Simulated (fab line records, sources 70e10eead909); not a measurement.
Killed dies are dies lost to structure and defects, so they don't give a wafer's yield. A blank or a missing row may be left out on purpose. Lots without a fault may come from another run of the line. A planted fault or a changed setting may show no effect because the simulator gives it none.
fab line records | flow nand_harc
record lots=11 wafers=33 last_day=24
route steps=1159 shown P_STI@87 P_GATE@138 END@1159
lots that met no fault: from a run of the same line without faults
start_h: hours from the record's first day to the start of the lot's first wafer shown | wait_h: hours since the lot's step before | " the same as in the row above | L1.1+2: a row that stands for several wafers | - no value, or no start given | * or withheld: withheld | < > ~ a bound
route shown NAME@n: a module of which the file shows steps, and the number in the route of the first | usual: mean/standard deviation of fault-free wafers | same: alike in all rows | chamber/n: place in a boat | sites: the reading at each site | _std_site: their standard deviation | _edge_site: outer sites' mean less inner sites' | radius_mm: how far each site lies from the wafer's centre | mask NAME#n: copy n | behind: the tool/chamber that last shaped the wafer | hold: why the lot was held/for how many hours/how that ended | device: the transistor (n, p or np) that didn't switch | end of line: the same wafers' tests at the end of the route | a step without rows: its recipe alone | killed: dies lost to structure and defects at the first sort, not the wafer's yield | map: a wafer's dies, x killed, . not, _ none there
set.NAME: the setting as run; set.NAME@STEP: as run at that earlier step | model.NAME: the simulator's own value behind a step, which no gauge read
steps of the route over a sample of lots; a table a step, a row a wafer
services: from which hour (start_h, from the record's first day; less than 0 if before it) a tool's chamber was out of use, for how many hours, and why
## steps
# step NHARC_P_STI_DESCUM_14
# recipe time_s=3 o2_flow_sccm=200 ar_flow_sccm=0 bias_power_w=0 chemistry=O2
# usual drypump_motor_current_A=5.6/0.42 oes_product_au=1.001/0.007 rf_vpp_V=57.8/0.91 showerhead_plenum_p_Torr=1.93/0.06 throttle_valve_pct=11.312/0.0097
# columns lot.wafer tool chamber start_h wait_h drypump_motor_current_A oes_product_au rf_hours_counter_h rf_vpp_V showerhead_plenum_p_Torr throttle_valve_pct
L979.1 rie_diel-10 2 44.37 - 5.6 1.002 0.6 58.5 1.88 11.315
L979.2 " 3 " " 5.3 1.005 0.9 58.3 1.83 11.310
L979.3 " 0 " " 5.7 1.014 1.0 58.8 1.86 11.292
L982.4 rie_diel-03 0 61.14 - 5.3 0.996 0.9 58.4 1.87 11.307
L982.5 " 2 " " 5.5 0.996 - 57.8 2.01 11.312
L982.6 " 3 " " 5.0 1.003 - 58.3 2.02 11.304
L984.1 rie_diel-04 3 71.35 - 5.5 0.992 4.2 57.2 1.94 11.316
L984.4 " 0 " " 6.0 1.000 4.3 58.4 1.92 11.325
L984.5 " 3 " " 5.5 0.995 - 57.1 1.94 11.315
L991.3 rie_diel-10 1 114.02 - 5.5 1.005 2.8 57.8 2.00 11.301
L991.4 " 1 " " 5.5 1.005 - 58.0 2.00 11.315
L991.5 " 2 " " 5.5 1.010 - 57.9 1.88 11.310
L994.2 rie_diel-04 2 129.02 - 6.7 1.012 0.2 58.3 1.99 11.317
L994.1 " 1 " " 5.1 1.004 0.2 58.5 1.91 11.322
L994.6 " 2 " " 6.7 0.995 - 57.3 1.99 11.310
L993.2 rie_diel-10 1 129.05 - 5.5 0.998 3.2 56.7 2.00 11.294
L993.4 " 2 " " 5.5 0.999 2.7 57.2 1.88 11.310
L993.1 " 0 " " 5.7 1.003 3.3 57.7 1.86 11.309
L996.3 rie_diel-10 3 144.88 - 5.4 1.004 2.8 58.3 1.83 11.316
L996.4 " 0 " " 5.7 1.003 3.6 57.8 1.86 11.315
L996.2 " 1 " " 5.5 1.005 3.7 57.0 2.00 11.313
L997.3 rie_diel-04 1 149.56 - 5.1 1.007 1.1 57.2 1.91 11.305
L997.2 " 3 " " 5.5 0.991 1.3 56.6 1.94 11.311
L997.1 " 0 " " 6.0 1.001 1.1 58.7 1.92 11.319
L998.2 rie_diel-04 0 155.38 - 6.0 0.999 1.5 57.4 1.92 11.299
L998.1 " 2 " " 6.7 0.993 1.8 57.5 1.99 11.328
L998.6 " 0 " " 6.1 0.989 - 57.1 1.92 11.321
L100.2 rie_diel-10 1 169.97 - 5.6 1.009 4.4 61.1 2.00 11.315
L100.6 " 1 " " 5.5 1.003 - 57.9 2.00 11.319
L100.5 " 2 " " 5.5 0.998 - 57.9 1.88 11.321
L101.4 rie_diel-04 0 170.12 - 6.0 1.010 2.0 56.4 1.92 11.325
L101.3 " 3 " " 5.5 0.997 2.2 58.4 1.94 11.323
L101.6 " 0 " " 6.0 0.990 - 58.9 1.92 11.314
# step NHARC_P_GATE_EXPOSE_23
# recipe na=1.35 target_cd_nm=120 dose_mj=93.91 mask_id=P_GATE
# usual exposure_dose_mJ_cm2=93.93/0.092
# columns lot.wafer tool chamber start_h wait_h mask exposure_dose_mJ_cm2
L979.1 arfi_scanner-01 0 97.80 - P_GATE#0 93.93
L979.2 " 0 " " P_GATE#0 93.98
L979.3 " 0 " " P_GATE#0 93.80
L982.4 arfi_scanner-03 0 119.45 - P_GATE#0 94.06
L982.5 " 0 " " P_GATE#0 93.85
L982.6 " 0 " " P_GATE#0 94.02
L984.1 arfi_scanner-03 0 129.66 - P_GATE#0 93.89
L984.4 " 0 " " P_GATE#0 93.99
L984.5 " 0 " " P_GATE#0 94.05
L991.3 arfi_scanner-01 0 172.49 - P_GATE#0 93.85
L991.4 " 0 " " P_GATE#0 94.05
L991.5 " 0 " " P_GATE#0 93.95
L994.1 arfi_scanner-03 0 185.70 - P_GATE#0 93.99
L994.2 " 0 " " P_GATE#0 93.86
L994.6 " 0 " " P_GATE#0 94.06
L993.1 arfi_scanner-03 0 186.26 - P_GATE#0 90.18
L993.2 " 0 " " P_GATE#0 90.01
L993.4 " 0 " " P_GATE#0 90.05
L996.2 arfi_scanner-03 0 196.57 - P_GATE#0 89.93
L996.3 " 0 " " P_GATE#0 89.94
L996.4 " 0 " " P_GATE#0 90.02
L997.1 arfi_scanner-02 0 196.90 - P_GATE#0 93.76
L997.2 " 0 " " P_GATE#0 93.82
L997.3 " 0 " " P_GATE#0 93.91
L998.1 arfi_scanner-01 0 209.53 - P_GATE#0 93.92
L998.2 " 0 " " P_GATE#0 93.85
L998.6 " 0 " " P_GATE#0 93.84
L101.3 arfi_scanner-01 0 217.58 - P_GATE#0 93.77
L101.4 " 0 " " P_GATE#0 93.67
L101.6 " 0 " " P_GATE#0 93.89
L100.2 arfi_scanner-01 0 217.91 - P_GATE#0 93.95
L100.5 " 0 " " P_GATE#0 94.02
L100.6 " 0 " " P_GATE#0 93.94
# step NHARC_P_GATE_CD_MEAS_26
# recipe target_cd_nm=120 landing_energy_ev=500
# usual cd_nm=120.0/0.46
# columns lot.wafer tool chamber start_h wait_h hold cd_nm
L979.1 cd_sem-03 0 97.94 - - 120.5
L979.2 " 0 " " - 120.3
L979.3 " 0 " " - 120.0
L982.4 cd_sem-02 0 119.58 - - 120.6
L982.5 " 0 " " - 120.5
L982.6 " 0 " " - 119.7
L984.1 cd_sem-02 0 129.80 - - 119.9
L984.4 " 0 " " - 119.9
L984.5 " 0 " " - 120.7
L991.3 cd_sem-02 0 172.62 - - 120.4
L991.4 " 0 " " - 120.0
L991.5 " 0 " " - 120.2
L994.1 cd_sem-01 0 185.84 - - 120.4
L994.2 " 0 " " - 120.0
L994.6 " 0 " " - 120.1
L993.1 cd_sem-01 0 186.40 - await_dispo/0.2h/release 122.9
L993.2 " 0 " " await_dispo/0.2h/release 123.5
L993.4 " 0 " " await_dispo/0.2h/release 122.9
L993.1 cd_sem-01 0 - - - 122.4
L993.2 " 0 " " - 123.8
L993.4 " 0 " " - 122.8
L996.2 cd_sem-02 0 196.70 - await_dispo/0.2h/release 122.1
L996.3 " 0 " " await_dispo/0.2h/release 121.7
L996.4 " 0 " " await_dispo/0.2h/release 122.0
L996.2 cd_sem-02 0 - - - 122.3
L996.3 " 0 " " - 121.8
L996.4 " 0 " " - 122.3
L997.1 cd_sem-02 0 197.04 - - 120.0
L997.2 " 0 " " - 120.1
L997.3 " 0 " " - 120.1
L998.1 cd_sem-03 0 209.67 - - 119.8
L998.2 " 0 " " - 120.7
L998.6 " 0 " " - 119.7
L101.3 cd_sem-01 0 217.71 - - 120.4
L101.4 " 0 " " - 120.5
L101.6 " 0 " " - 120.7
L100.2 cd_sem-03 0 218.05 - - 120.2
L100.5 " 0 " " - 119.4
L100.6 " 0 " " - 120.0
# step NHARC_P_GATE_HM_OPEN_105
# recipe target_depth_a=3600 o2_flow_sccm=400 cos_flow_sccm=20 ar_flow_sccm=0 rf_w=500 bias_w=300 chemistry=O2/COS
# usual drypump_motor_current_A=5.6/0.58 oes_product_au=0.999/0.0074 rf_vpp_V=466.3/2 showerhead_plenum_p_Torr=3.08/0.087 throttle_valve_pct=28.330/0.0091
# columns lot.wafer tool chamber start_h wait_h drypump_motor_current_A oes_product_au rf_hours_counter_h rf_vpp_V showerhead_plenum_p_Torr throttle_valve_pct
L979.2 rie_diel-01 3 - - 5.7 1.001 43 468.9 3.17 28.332
L979.1 " 0 " " 6.2 0.989 45 469.3 3.24 28.341
L979.3 " 1 " " 5.1 0.999 45 471.2 3.31 28.335
L982.4 rie_diel-05 2 - - 4.8 1.001 23 466.8 3.13 28.339
L982.5 " 3 " " 5.0 0.988 - 467.4 3.11 28.323
L982.6 " 0 " " 5.8 0.992 - 464.7 3.07 28.315
L984.4 rie_diel-13 3 - - 5.4 0.993 4 461.6 2.93 28.319
L984.1 " 0 " " 5.4 1.001 9 465.2 3.04 28.336
L984.5 " 3 " " 5.4 0.999 - 462.9 2.93 28.329
L991.3 rie_diel-05 2 - - 4.7 1.002 0 467.0 3.13 28.342
L991.4 " 0 " " 5.8 0.993 - 466.9 3.06 28.347
L991.5 " 2 " " 4.8 0.987 - 466.8 3.13 28.336
L994.1 rie_diel-13 3 - - 5.4 0.985 28 463.1 2.92 28.340
L994.2 " 0 " " 5.4 1.003 33 464.8 3.03 28.337
L994.6 " 2 " " 6.3 1.009 - 465.8 3.06 28.333
L993.4 rie_diel-01 0 - - 6.2 0.978 14 470.0 3.22 28.337
L993.2 " 1 " " 5.1 0.987 16 471.3 3.29 28.320
L993.1 " 2 " " 6.3 0.995 16 465.1 3.08 28.323
L997.2 rie_diel-05 2 - - 4.8 0.997 5 468.7 3.13 28.329
L997.3 " 0 " " 5.8 1.000 5 465.8 3.06 28.340
L997.1 " 1 " " 6.1 1.003 4 465.2 3.02 28.325
L996.3 rie_diel-13 1 - - 6.4 1.008 39 462.5 2.92 28.332
L996.2 " 3 " " 5.4 0.992 32 460.8 2.92 28.334
L996.4 " 0 " " 5.4 1.016 36 466.4 3.03 28.324
L998.1 rie_diel-05 0 - - 5.8 1.012 9 465.6 3.06 28.355
L998.2 " 1 " " 6.1 1.001 9 465.3 3.01 28.318
L998.6 " 1 " " 6.1 1.009 - 464.6 3.01 28.334
L101.3 rie_diel-05 3 - - 5.0 0.992 3 466.5 3.11 28.333
L101.4 " 0 " " 5.9 1.002 10 466.3 3.06 28.326
L101.6 " 3 " " 5.0 0.985 - 467.0 3.11 28.317
L100.2 rie_diel-01 3 - - 5.6 0.997 27 467.0 3.15 28.336
L100.6 " 3 " " 5.7 1.001 - 466.6 3.15 28.323
L100.5 " 0 " " 6.2 1.000 - 469.1 3.22 28.343
# step NHARC_P_GATE_STRIP_76
# recipe power_w=1500 temp_c=250 chemistry=O2
# usual drypump_motor_current_A=5.51/0.27 heater_power_w=316/27
# columns lot.wafer tool chamber start_h wait_h drypump_motor_current_A heater_power_w rf_hours_counter_h
L979.1 plasma_asher-02 1 112.68 0.2 5.27 339 33
L979.2 " 0 " " 5.41 285 33
L979.3 " 0 " " 5.44 290 -
L982.4 plasma_asher-01 1 134.19 0.1 5.51 356 -
L982.6 " 0 " " 5.99 285 -
L982.5 " 1 " " 5.53 360 -
L984.1 plasma_asher-02 1 144.76 0.2 5.28 336 44
L984.4 " 1 " " 5.29 334 -
L984.5 " 0 " " 5.42 296 -
L991.4 plasma_asher-01 1 187.23 0.2 5.50 357 -
L991.3 " 0 " " 6.02 289 -
L991.5 " 0 " " 6.02 289 -
L994.2 plasma_asher-02 0 200.48 0.2 5.41 299 2
L994.1 " 1 " " 5.24 332 2
L994.6 " 0 " " 5.43 294 -
L993.1 plasma_asher-01 1 207.29 0.2 5.51 346 31
L993.2 " 0 " " 6.00 290 31
L993.4 " 1 " " 5.52 349 -
L997.2 plasma_asher-01 1 212.84 0.2 5.51 350 37
L997.1 " 0 " " 5.98 289 37
L997.3 " 1 " " 5.50 359 -
L996.2 plasma_asher-02 1 217.25 0.2 5.27 335 8
L996.4 " 0 " " 5.46 303 -
L996.3 " 1 " " 5.24 325 -
L998.1 plasma_asher-01 1 224.94 0.2 5.54 342 41
L998.2 " 0 " " 5.97 289 41
L998.6 " 0 " " 6.02 284 -
L101.4 plasma_asher-01 0 232.52 0.2 6.00 275 -
L101.3 " 1 " " 5.52 355 -
L101.6 " 0 " " 6.00 288 -
L100.2 plasma_asher-02 0 232.70 0.2 5.43 309 15
L100.5 " 0 " " 5.43 300 -
L100.6 " 1 " " 5.26 331 -
# step NHARC_END_SORT_01
# recipe temp_c=25
# usual killed_at_array=27/9.8 killed_at_other=0.6/0.83 killed_at_periphery=3.5/2.4 killed_dies=31/9.6 killed_open=3.1/1.9 killed_short=2.0/1.5
# same gross_dies=677
# columns lot.wafer tool chamber start_h wait_h killed_at_array killed_at_other killed_at_periphery killed_dies killed_open killed_short
L994.1 prober-01 0 559.66 2.5 26 0 4 30 7 2
L994.2 prober-01 0 560.46 2.8 41 0 2 43 8 3
L994.6 prober-01 0 563.64 4.0 22 0 3 25 2 3
L993.1 prober-02 0 567.42 2.5 15 0 1 16 1 2
L993.2 prober-02 0 568.23 2.8 17 1 3 21 6 2
L993.4 prober-02 0 569.84 3.4 10 0 2 12 2 1
L996.2 prober-01 0 584.10 2.8 27 0 6 33 2 4
L996.3 prober-01 0 584.90 3.1 29 0 4 33 1 5
L996.4 prober-01 0 585.70 3.4 28 0 5 33 2 1
# killed by level:class
L994.1 A_CHANNEL_HOLE_D1:chamber_film_flake=19 P_M0:geometric_particle:open=3 A_CONTACT:geometric_particle:open=2 P_GATE:geometric_particle:open=1 A_ONON_D1:geometric_particle:short=1 A_CHANNEL_HOLE_D1:geometric_particle:short=1 A_M0:geometric_particle:open=1 A_WL_FILL:chamber_film_flake=1
L994.2 A_CHANNEL_HOLE_D1:chamber_film_flake=27 A_CONTACT:chamber_film_flake=5 A_M0:geometric_particle:open=2 P_M0:geometric_particle:short=1 P_M0:geometric_particle:open=1 A_ONON_D1:geometric_particle:short=1 A_CHANNEL_HOLE_D1:geometric_particle:short=1 A_CHANNEL_HOLE_D1:geometric_particle:open=1
L994.6 A_CHANNEL_HOLE_D1:chamber_film_flake=14 A_WL_FILL:chamber_film_flake=2 A_CONTACT:chamber_film_flake=2 P_M1:geometric_particle:open=1 A_SOURCE_PLATE:geometric_particle:short=1 A_CHANNEL_HOLE_D1:geometric_particle:short=1 A_WL_FILL:geometric_particle:short=1 A_WL_FILL:geometric_particle:open=1
L993.1 A_CHANNEL_HOLE_D1:chamber_film_flake=8 A_CONTACT:chamber_film_flake=3 P_M0:geometric_particle:short=1 A_CHANNEL_FILL_D1:geometric_particle:open=1 A_SGD_CUT:geometric_particle:short=1 A_CHANNEL_FILL_D1:chamber_film_flake=1 A_SLIT:chamber_film_flake=1
L993.2 A_CHANNEL_HOLE_D1:chamber_film_flake=7 A_CHANNEL_FILL_D1:chamber_film_flake=3 A_CONTACT:chamber_film_flake=2 P_CONTACT:geometric_particle:short=1 P_M1:geometric_particle:open=1 P_M2:geometric_particle:open=1 A_ONON_D1:geometric_particle:open=1 A_CHANNEL_FILL_D1:geometric_particle:open=1
L993.4 A_CHANNEL_HOLE_D1:chamber_film_flake=5 A_SLIT:chamber_film_flake=2 A_CHANNEL_FILL_D1:geometric_particle:open=1 A_SGD_CUT:geometric_particle:short=1 A_CONTACT:geometric_particle:open=1 P_ZERO_WELL:chamber_film_flake=1 P_M1:chamber_film_flake=1
L996.2 A_CHANNEL_HOLE_D1:chamber_film_flake=21 P_M1:chamber_film_flake=4 P_CONTACT:geometric_particle:open=1 A_ONON_D1:geometric_particle:short=1 A_CHANNEL_FILL_D1:geometric_particle:short=1 A_STAIRCASE:geometric_particle:short=1 A_CONTACT:geometric_particle:short=1 A_M0:geometric_particle:open=1
L996.3 A_CHANNEL_HOLE_D1:chamber_film_flake=19 P_M1:chamber_film_flake=3 A_WL_FILL:geometric_particle:short=2 A_M0:chamber_film_flake=2 A_ONON_D1:geometric_particle:short=1 A_CHANNEL_FILL_D1:geometric_particle:short=1 A_CONTACT:geometric_particle:open=1 A_BLC:geometric_particle:short=1
L996.4 A_CHANNEL_HOLE_D1:chamber_film_flake=20 P_M1:chamber_film_flake=5 A_CONTACT:chamber_film_flake=3 A_CHANNEL_FILL_D1:geometric_particle:short=1 A_WL_FILL:geometric_particle:open=1 A_BLC:geometric_particle:open=1 A_CHANNEL_FILL_D1:chamber_film_flake=1 A_M0:chamber_film_flake=1
## services
# columns tool chamber start_h hours kind
rie_diel-05 2 21.19 4.0 repair
arfi_scanner-01 - 23.74 2.7 repair
rie_diel-10 2 32.64 3.3 repair
rie_diel-05 1 58.40 33.3 repair
rie_diel-05 2 61.08 4.7 repair
arfi_scanner-01 - 61.25 16.6 repair
rie_diel-13 0 74.25 3.1 repair
rie_diel-01 3 78.60 9.5 repair
rie_diel-13 - 99.05 9.0 pm
plasma_asher-01 - 99.29 9.0 pm
rie_diel-10 3 100.15 19.4 repair
rie_diel-04 - 111.90 9.0 pm
arfi_scanner-01 - 128.18 0.4 repair
arfi_scanner-03 - 140.00 4.0 pm
rie_diel-10 0 146.69 5.3 repair
rie_diel-05 - 163.60 9.0 pm
rie_diel-10 - 176.50 9.0 pm
plasma_asher-02 - 183.00 9.0 pm
rie_diel-05 3 185.74 23.8 repair
rie_diel-10 3 188.85 3.9 repair
arfi_scanner-01 - 198.43 4.0 pm
rie_diel-10 2 201.52 5.2 repair
rie_diel-04 1 218.09 9.9 repair
arfi_scanner-03 - 218.53 0.6 repair
## key
first_sign step=NHARC_P_GATE_EXPOSE_23 reading=exposure_dose_mJ_cm2 direction=down sigmas=42 usual=93.93 struck=90.02
effect step=NHARC_P_GATE_CD_MEAS_26 reading=visit direction=added
effect step=NHARC_P_GATE_CD_MEAS_26 reading=cd_nm direction=up sigmas=5.5 usual=120.0 struck=122.5
met_at NHARC_P_GATE_EXPOSE_23
struck_lots L993,L996
tester_left_out L993,L996
not_acting_at NHARC_P_STI_DESCUM_14,NHARC_P_GATE_HM_OPEN_105,NHARC_P_GATE_STRIP_76
onset_between 185.70 186.26
fault kind=process_parameter_drift tool=arfi_scanner-03 chamber=- onset_h=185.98 steps=NHARC_P_GATE_EXPOSE_23 channel=dose_mj offset=-3.8086 shape=step acts_in=these_recipes_only stated=93.91
# tester_left_out: of these lots the tester's yield and bins aren't shown, on N5 and GAA mostly nor the transistor test; their killed dies are dies lost to structure and defects alone, not to doping, threshold or leakage, so they don't give the yield
